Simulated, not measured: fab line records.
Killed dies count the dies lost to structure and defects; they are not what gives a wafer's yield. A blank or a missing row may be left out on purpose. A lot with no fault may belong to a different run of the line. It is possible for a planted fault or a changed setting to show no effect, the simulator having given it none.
What tool caused it? -- flow n5-finfet -- Sampling: 24 lots, 72 wafers, 4 of 1938 route steps

## WHAT THE GAUGES SHOWED, per wafer
N5_BEOL_M13_INSPECT_30: inspects for defects (macro).
lot,measured,on,raw-defect-count
L074,day 12 06:11,defect-inspect-01,0 0 1
L075,day 12 23:57,defect-inspect-02,3 2 0
L078,day 13 06:28,defect-inspect-02,1 3 5
L076,day 13 08:10,defect-inspect-01,0 3 3
L077,day 13 12:31,defect-inspect-01,1 2 1
L079,day 13 21:35,defect-inspect-02,3 0 4
L083,day 14 05:50,defect-inspect-02,4 5 1
L082,day 14 10:05,defect-inspect-01,3 3 1
L080,day 14 17:29,defect-inspect-02,2 2 2
L084,day 15 05:47,defect-inspect-02,0 1 2
L081,day 15 06:07,defect-inspect-01,7 1 2
L085,day 15 12:38,defect-inspect-02,5 0 0
L088,day 15 22:37,defect-inspect-01,4 2 5
L087,day 16 05:17,defect-inspect-02,1 5 1
L089,day 16 12:04,defect-inspect-02,2 0 1
L086,day 16 14:20,defect-inspect-01,3 3 2
L091,day 16 14:46,defect-inspect-02,6 0 5
L093,day 17 13:53,defect-inspect-01,1 2 2
L092,day 17 15:13,defect-inspect-02,5 1 3
L094,day 18 11:00,defect-inspect-01,3 3 1
L090,day 18 16:54,defect-inspect-02,1 3 2
L096,day 18 18:19,defect-inspect-01,1 2 1
L097,day 18 21:10,defect-inspect-01,0 2 5
L095,day 19 18:31,defect-inspect-02,5 4 1

N5_BEOL_M13_OCD_MEAS_35.
lot,measured,on,trench-depth-nm (nm)
L074,day 12 06:50,ocd-01,409 414 423
L075,day 13 00:34,ocd-01,407 418 422
L078,day 13 07:04,ocd-01,428 411 413
L076,day 13 08:50,ocd-02,420 418 422
L077,day 13 13:07,ocd-02,423 410 407
L079,day 13 22:13,ocd-01,411 409 414
L083,day 14 06:27,ocd-01,415 408 410
L082,day 14 10:41,ocd-02,402 409 404
L080,day 14 18:07,ocd-02,417 411 417
L084,day 15 06:31,ocd-01,420 407 402
L081,day 15 06:59,ocd-02,409 405 417
L085,day 15 13:15,ocd-02,414 415 414
L088,day 15 23:31,ocd-01,414 405 416
L087,day 16 05:54,ocd-01,422 408 409
L089,day 16 12:47,ocd-02,413 403 406
L086,day 16 14:57,ocd-02,408 407 420
L091,day 16 15:23,ocd-01,406 418 412
L093,day 17 14:29,ocd-02,411 415 402
L092,day 17 15:49,ocd-01,408 405 411
L094,day 18 11:37,ocd-01,409 417 416
L090,day 18 17:31,ocd-01,417 419 421
L096,day 18 18:56,ocd-02,412 404 406
L097,day 18 21:46,ocd-02,407 403 413
L095,day 19 19:08,ocd-01,425 411 411

## WHAT TOOL EACH LOT RAN ON (gives the tool, then ch and the chambers of the sampled wafers, and finally the start)
lot,N5_BEOL_M12_PRE_CLEAN_42,N5_BEOL_M13_ETCH_68
L074,"pvd-sputter-02, day 12 03:29","rie-diel-02 ch 1,2,3, day 12 06:26"
L075,"pvd-sputter-01, day 12 19:48","rie-diel-02 ch 0,1,3, day 13 00:10"
L078,"pvd-sputter-03, day 13 03:26","rie-diel-02 ch 1,3, day 13 06:41"
L076,"pvd-sputter-01, day 13 04:49","rie-diel-02 ch 0,1, day 13 08:26"
L077,"pvd-sputter-03, day 13 09:10","rie-diel-02 ch 1,2, day 13 12:44"
L079,"pvd-sputter-03, day 13 18:50","rie-diel-06 ch 1,2,3, day 13 21:49"
L083,"pvd-sputter-01, day 14 02:43","rie-diel-03 ch 1,2,3, day 14 06:04"
L082,"pvd-sputter-02, day 14 06:48","rie-diel-03 ch 2,3, day 14 10:17"
L080,"pvd-sputter-03, day 14 14:28","rie-diel-06 ch 0,3, day 14 17:43"
L084,"pvd-sputter-02, day 15 02:23","rie-diel-02 ch 1,3, day 15 06:07"
L081,"pvd-sputter-03, day 15 02:52","rie-diel-03 ch 0,1,2, day 15 06:35"
L085,"pvd-sputter-03, day 15 09:48","rie-diel-06 ch 0,3, day 15 12:51"
L088,"pvd-sputter-02, day 15 19:32","rie-diel-03 ch 1,2, day 15 23:07"
L087,"pvd-sputter-01, day 16 02:28","rie-diel-02 ch 1,2, day 16 05:30"
L089,"pvd-sputter-03, day 16 09:05","rie-diel-06 ch 0,2, day 16 12:24"
L086,"pvd-sputter-02, day 16 11:31","rie-diel-06 ch 0,2, day 16 14:33"
L091,"pvd-sputter-01, day 16 11:44","rie-diel-03 ch 1,2, day 16 14:59"
L093,"pvd-sputter-03, day 17 10:32","rie-diel-06 ch 0,1,2, day 17 14:05"
L092,"pvd-sputter-03, day 17 12:16","rie-diel-06 ch 1,2, day 17 15:26"
L094,"pvd-sputter-02, day 18 08:19","rie-diel-06 ch 0,1,3, day 18 11:13"
L090,"pvd-sputter-03, day 18 13:41","rie-diel-02 ch 1,3, day 18 17:07"
L096,"pvd-sputter-03, day 18 15:16","rie-diel-03 ch 0,2,3, day 18 18:32"
L097,"pvd-sputter-03, day 18 18:24","rie-diel-03 ch 0,1,2, day 18 21:22"
L095,"pvd-sputter-02, day 19 15:34","rie-diel-02 ch 0,2, day 19 18:44"
- N5_BEOL_M12_PRE_CLEAN_42: time 30 s.
- N5_BEOL_M13_ETCH_68: etches SOC in N2/H2, time 355 s.

## AS READ BY THE TOOLS THEMSELVES (means over the sampled wafers that have a number; for cases with no such wafer, the mark the record gives instead)
N5_BEOL_M12_PRE_CLEAN_42.
lot,tool,heater-power-w (W)
L074,pvd-sputter-02,332
L075,pvd-sputter-01,339
L078,pvd-sputter-03,329
L076,pvd-sputter-01,329
L077,pvd-sputter-03,337
L079,pvd-sputter-03,332
L083,pvd-sputter-01,346
L082,pvd-sputter-02,328
L080,pvd-sputter-03,343
L084,pvd-sputter-02,311
L081,pvd-sputter-03,323
L085,pvd-sputter-03,320
L088,pvd-sputter-02,302
L087,pvd-sputter-01,337
L089,pvd-sputter-03,315
L086,pvd-sputter-02,298
L091,pvd-sputter-01,333
L093,pvd-sputter-03,346
L092,pvd-sputter-03,331
L094,pvd-sputter-02,311
L090,pvd-sputter-03,340
L096,pvd-sputter-03,326
L097,pvd-sputter-03,347
L095,pvd-sputter-02,325

N5_BEOL_M13_ETCH_68.
lot,tool,drypump-motor-current-A (A),oes-product-au (a.u.),rf-vpp-V (V),showerhead-plenum-p-Torr (Torr),throttle-valve-pct (%)
L074,rie-diel-02,5.6,0.76,523.6,2.52,17.71
L075,rie-diel-02,5.5,0.77,522.7,2.51,17.74
L078,rie-diel-02,5.6,0.75,523.0,2.49,17.76
L076,rie-diel-02,5.5,0.80,524.9,2.59,17.63
L077,rie-diel-02,5.5,0.74,524.2,2.55,17.71
L079,rie-diel-06,5.7,0.75,521.3,2.47,17.81
L083,rie-diel-03,5.6,0.80,525.1,2.58,17.76
L082,rie-diel-03,5.2,0.85,526.2,2.60,17.66
L080,rie-diel-06,5.6,0.80,521.2,2.49,17.65
L084,rie-diel-02,5.6,0.73,521.9,2.48,17.79
L081,rie-diel-03,6.0,0.82,524.1,2.57,17.72
L085,rie-diel-06,5.6,0.80,522.5,2.48,17.66
L088,rie-diel-03,6.1,0.78,523.8,2.54,17.64
L087,rie-diel-02,5.5,0.73,524.6,2.54,17.75
L089,rie-diel-06,5.8,0.78,518.8,2.39,17.78
L086,rie-diel-06,5.8,0.78,519.8,2.39,17.78
L091,rie-diel-03,5.8,0.84,524.2,2.56,17.52
L093,rie-diel-06,5.6,0.78,521.9,2.44,17.71
L092,rie-diel-06,5.6,0.76,522.3,2.47,17.76
L094,rie-diel-06,5.6,0.85,522.9,2.49,17.59
L090,rie-diel-02,5.6,0.86,527.2,2.68,17.54
L096,rie-diel-03,5.4,0.79,525.6,2.60,17.92
L097,rie-diel-03,6.0,0.79,524.5,2.56,17.75
L095,rie-diel-02,5.5,0.83,521.2,2.45,17.78

## THE ANSWER, worked out from the rows above alone
Rule: usual is defined by the lots themselves. Put in order of their means at a reading, lots are off if they are a third of the lots or fewer, leave a main group of 4 or more, and stand apart from it by a gap of 3 or more times the standard deviation of the main group's means; of several such gaps the widest counts. The tables above print the reading to a certain number of digits; a main group whose means all agree to those digits is not used. A lot without any number at a reading at which 4 lots or more have one is off too. Where the step has rows for the other lots, those lots are counted as sound. After the gauges, taken in route order, come the tools' own readings; for these a lot's mean is taken, as printed above. At the first step where some lot is off, the reading lying furthest off is the one used; lots without a number count as furthest.
No lot is off at any reading shown: from this, nothing can be told.

## WHAT WAS PUT IN BY THE SIMULATOR
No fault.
